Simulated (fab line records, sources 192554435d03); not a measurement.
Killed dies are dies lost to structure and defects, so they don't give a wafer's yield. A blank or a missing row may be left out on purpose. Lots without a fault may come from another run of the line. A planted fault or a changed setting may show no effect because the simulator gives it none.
Split-lot experiment | flow n5_finfet | 7 lots, 21 wafers read, on a route of 1938 steps

THE SPLIT
At N5_BEOL_M0_SAQP_SPACER1_ALD_98 (deposits SiO2, target thk 12.8 nm, pulse time 1 s, purge time 2 s), the setting temp_c was moved away from the recipe's 300 C on 8 of the 21 wafers read, by -2.6% to +1.6%. The other wafers ran this setting at the recipe's value.

FROM THE SPLIT TO THE READING: what the file shows between them, 1 step
- N5_BEOL_M0_SAQP_SPACER1_ETCHBACK_99: etches SiO2 in CHF3/O2, target depth 15.4 nm, time 7.7 s

THE READING
SiO2_of_BEOL_M0_SAQP_SPACER1_ALD_98.thk_nm (the simulator's own value, which no gauge read), in nm, at N5_BEOL_M0_SAQP_MANDREL1_REMOVE_100 (chemistry HBr/Cl2/O2, target a-Si, stops on SiNx, bt time 10 s). The file gives no usual value for it. The 13 wafers here that ran the recipe average 7.4 nm, standard deviation 0.053 nm.

wafer  | tool, chamber at the split | temp_c as run, C | against the recipe | SiO2_of_BEOL_M0_SAQP_SPACER1_ALD_98.thk_nm, nm | against lot-mates on the recipe
L074.2 | ald_sin-01, 2,3,2          | 300              | recipe             | 7.4                                            | -
L074.4 | ald_sin-01, 2,3,2          | 300              | recipe             | 7.4                                            | -
L074.6 | ald_sin-01, 2,3,2          | 300              | recipe             | 7.4                                            | -
L075.1 | ald_sin-02, 2              | 294              | -2.0%              | 7.8                                            | +0.4
L075.6 | ald_sin-02, 2              | 294              | -2.0%              | 7.8                                            | +0.4
L075.3 | ald_sin-02, 0              | 300              | recipe             | 7.4                                            | -
L077.3 | ald_sin-03, 2              | 300              | recipe             | 7.4                                            | -
L077.4 | ald_sin-03, 3,0            | 292.1            | -2.6%              | 7.8                                            | +0.4
L077.6 | ald_sin-03, 3,0            | 292.1            | -2.6%              | 7.8                                            | +0.4
L082.1 | ald_sin-03, 0              | 304.9            | +1.6%              | 7.2                                            | -0.2
L082.2 | ald_sin-03, 1              | 304.9            | +1.6%              | 7.4                                            | +0.0
L082.3 | ald_sin-03, 2              | 300              | recipe             | 7.4                                            | -
L086.2 | ald_sin-01, 2              | 293.4            | -2.2%              | 7.8                                            | +0.2
L086.6 | ald_sin-01, 0              | 293.4            | -2.2%              | 7.8                                            | +0.2
L086.5 | ald_sin-01, 1              | 300              | recipe             | 7.6                                            | -
L090.1 | ald_sin-02, 1,3,3          | 300              | recipe             | 7.4                                            | -
L090.3 | ald_sin-02, 1,3,3          | 300              | recipe             | 7.4                                            | -
L090.5 | ald_sin-02, 1,3,3          | 300              | recipe             | 7.4                                            | -
L092.1 | ald_sin-01, 1,3,3          | 300              | recipe             | 7.4                                            | -
L092.4 | ald_sin-01, 1,3,3          | 300              | recipe             | 7.4                                            | -
L092.5 | ald_sin-01, 1,3,3          | 300              | recipe             | 7.4                                            | -
Where a row lists several chambers, the file gives one row for several wafers and doesn't say which wafer went through which chamber.

THE FIT
A straight line over all 21 wafers: SiO2_of_BEOL_M0_SAQP_SPACER1_ALD_98.thk_nm changes by -0.145 nm for each +1% of temp_c; r = -0.93; the points scatter about the line by 0.072 nm.
The same after taking each lot's own level away (the mean of its wafers on the recipe; 21 wafers): -0.127 nm for each +1%; r = -0.92; scatter 0.071 nm.
On that fit, the largest move of temp_c shifts the reading by 0.33 nm.
The lots' own levels span 7.40 to 7.60 nm, that is 3.8 times the standard deviation above.
So the lot-to-lot level changes the slope: the two fits differ.
Check: with one of the wafers moved furthest among these (-2.6%) left out of the fit, the line predicts +0.346 nm for it against its lot-mates. It came out at +0.4 nm against them.

OTHER SPLITS ON THESE WAFERS
These wafers also went through other splits before the reading. Each is held against what the fit with the lots' levels taken away leaves over:
other split on the same wafers | wafers away from the commonest value | r with SiO2_of_BEOL_M0_SAQP_SPACER1_ALD_98.thk_nm (lot level and that fit taken away)
N5_BEOL_M0_SAQP_ETCH_84 time_s | 8                                    | +0.16

THE WHOLE CHAIN: every reading that the file lists as answering this split, in the file's order
step                                | what it does                                                      | reading                                                                                     | change (the file's fit)               | r (the file's)
N5_BEOL_M0_SAQP_SPACER1_ALD_98      | deposits SiO2, target thk 12.8 nm, pulse time 1 s, purge time 2 s | SiO2_of_BEOL_M0_SAQP_SPACER1_ALD_98.thk_nm (the simulator's own value, which no gauge read) | -0.145 nm for each +1% of the setting | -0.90
N5_BEOL_M0_SAQP_MANDREL1_REMOVE_100 | chemistry HBr/Cl2/O2, target a-Si, stops on SiNx, bt time 10 s    | SiO2_of_BEOL_M0_SAQP_SPACER1_ALD_98.thk_nm (the simulator's own value, which no gauge read) | -0.133 nm for each +1% of the setting | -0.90

THE FILE'S OWN FIT
SiO2_of_BEOL_M0_SAQP_SPACER1_ALD_98.thk_nm changes by -0.133 nm for each +1% of temp_c, r = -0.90.
